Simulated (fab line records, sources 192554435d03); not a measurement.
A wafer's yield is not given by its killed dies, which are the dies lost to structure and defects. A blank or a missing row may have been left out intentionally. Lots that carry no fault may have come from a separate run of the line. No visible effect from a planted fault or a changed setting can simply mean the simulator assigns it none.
Matching of chambers    flow n5Finfet    N5_BEOL_M5_STRIP_19 on rieDiel-05: 4 sister chambers
The step strips in O2. 8 wafers are shown with their chamber, then 9 later ones without.

## WAFERS, EACH WITH ITS CHAMBER
wafer   chamber  drypumpMotorCurrentA (A)  throttleValvePct (%)
L083.1  1        6.8                       16.95
L085.5  0        5.4                       16.89
L086.1  2        5.5                       16.25
L086.3  3        5.6                       17.23
L086.4  0        5.4                       16.89
L089.1  2        5.5                       16.25
L089.4  3        5.6                       17.26
L089.6  1        6.7                       16.97

## WAFERS WITHOUT THEIR CHAMBER
wafer   drypumpMotorCurrentA (A)  throttleValvePct (%)
L091.1  6.7                       16.98
L091.4  6.7                       16.99
L091.5  5.4                       16.90
L092.1  5.4                       16.91
L092.4  6.7                       16.98
L092.5  5.5                       16.26
L093.1  5.5                       16.25
L093.4  5.5                       16.26
L093.6  6.7                       17.02

## WHICH CHAMBER EACH ONE RAN IN
wafer   from the rows above  in truth
L091.1  1                    1
L091.4  1                    1
L091.5  0                    0
L092.1  0                    0
L092.4  1                    1
L092.5  2                    2
L093.1  2                    2
L093.4  2                    2
L093.6  1                    1
Placed correctly: 9 of 9. Left unplaced by these rows: 0. Number placed wrongly: 0.
How it was worked out, from the rows above alone: a wafer's distance from a chamber is the root of the sum, over the readings, of the square of ((its reading less the chamber's mean) divided by the reading's scatter). If the next closest chamber is less than 2 further off than the closest, the wafer can't be placed; otherwise it belongs to the closest. Each chamber's mean is taken over the wafers shown for it. The scatter: the root of (the sum of the squares of (reading less its chamber's mean) over the shown wafers, divided by (wafers less chambers)).
